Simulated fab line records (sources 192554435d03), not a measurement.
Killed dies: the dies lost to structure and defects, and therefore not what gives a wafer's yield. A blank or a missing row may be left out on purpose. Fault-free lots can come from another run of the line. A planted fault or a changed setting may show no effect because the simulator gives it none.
Matching of chambers	flow n5_finfet	cmp-01 running N5_PMOS_HMC_CHANNEL_EPI_CMP_21: 4 sister chambers
The step polishes SiGe30, target thk 54 nm. 4 wafers are shown with their chamber, then 7 later ones without.

## WAFERS WITH THEIR CHAMBER
wafer	chamber	motor_current_A (A)
L081.1	1	12.9
L086.6	3	11.3
L088.2	0	11.4
L088.4	2	12.9

## WAFERS WITH NO CHAMBER GIVEN
wafer	motor_current_A (A)
L088.5	10.5
L094.1	11.6
L094.4	13.1
L094.5	10.8
L097.4	11.3
L097.5	10.9
L097.6	12.9

## EACH ONE'S CHAMBER
wafer	from the rows above	in truth
L088.5	can't be placed: 3 or 0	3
L094.1	can't be placed: 0 or 3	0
L094.4	can't be placed: 1 or 2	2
L094.5	can't be placed: 3 or 0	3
L097.4	can't be placed: 3 or 0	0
L097.5	can't be placed: 3 or 0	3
L097.6	can't be placed: 1 or 2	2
Correct placement for 0 of the 7. Not placeable from these rows: 7 (in 7, the candidates include the true chamber). Number placed wrongly: 0.
How it was worked out, from the rows above alone: a wafer's distance from a chamber is the root of the sum, over the readings, of the square of ((its reading less the chamber's mean) divided by the reading's scatter). If the next closest chamber is less than 2 further off than the closest, the wafer can't be placed; otherwise it belongs to the closest. The mean given for a chamber averages the wafers shown for that chamber. The scatter: with one shown wafer a chamber, the root of the mean of the squares of how far each hidden wafer lies from its nearest shown one.
